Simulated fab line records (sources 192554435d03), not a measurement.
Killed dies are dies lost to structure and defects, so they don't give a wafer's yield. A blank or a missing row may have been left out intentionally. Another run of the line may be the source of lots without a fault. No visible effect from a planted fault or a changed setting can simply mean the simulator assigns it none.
Matching of chambers	flow n5-finfet	4 sister chambers for N5_BEOL_M2_DESCUM_33 on rie-diel-04
The step chemistry O2, time 7 s. 8 wafers are shown with their chamber, then 8 later ones without.

## WAFERS, EACH WITH ITS CHAMBER
wafer	chamber	showerhead-plenum-p-Torr (Torr)	drypump-motor-current-A (A)
L079.6	2	2.08	5.8
L084.1	0	2.19	6.6
L084.2	1	2.22	6.1
L084.3	3	2.23	5.9
L089.1	1	2.22	6.1
L089.3	3	2.22	6.0
L089.6	0	2.19	6.5
L088.1	2	2.07	5.8

## WAFERS WITHOUT THEIR CHAMBER
wafer	showerhead-plenum-p-Torr (Torr)	drypump-motor-current-A (A)
L088.3	2.19	6.5
L088.4	2.22	6.1
L094.1	2.07	5.7
L094.2	2.18	6.5
L094.5	2.21	6.1
L096.1	2.07	5.7
L096.4	2.18	6.5
L096.5	2.21	6.1

## EACH ONE'S CHAMBER
wafer	from the rows above	in truth
L088.3	0	0
L088.4	1	1
L094.1	2	2
L094.2	0	0
L094.5	1	1
L096.1	2	2
L096.4	0	0
L096.5	1	1
Placed correctly: 8 of 8. Left unplaced by these rows: 0. 0 placed wrongly.
How it was worked out, from the rows above alone: a wafer's distance from a chamber is the root of the sum, over the readings, of the square of ((its reading less the chamber's mean) divided by the reading's scatter). If the next closest chamber is less than 2 further off than the closest, the wafer can't be placed; otherwise it belongs to the closest. A chamber's mean is the mean of its shown wafers. The scatter is the square root of a quotient: the sum, over the shown wafers, of each reading's squared deviation from its chamber's mean, divided by wafers minus chambers.
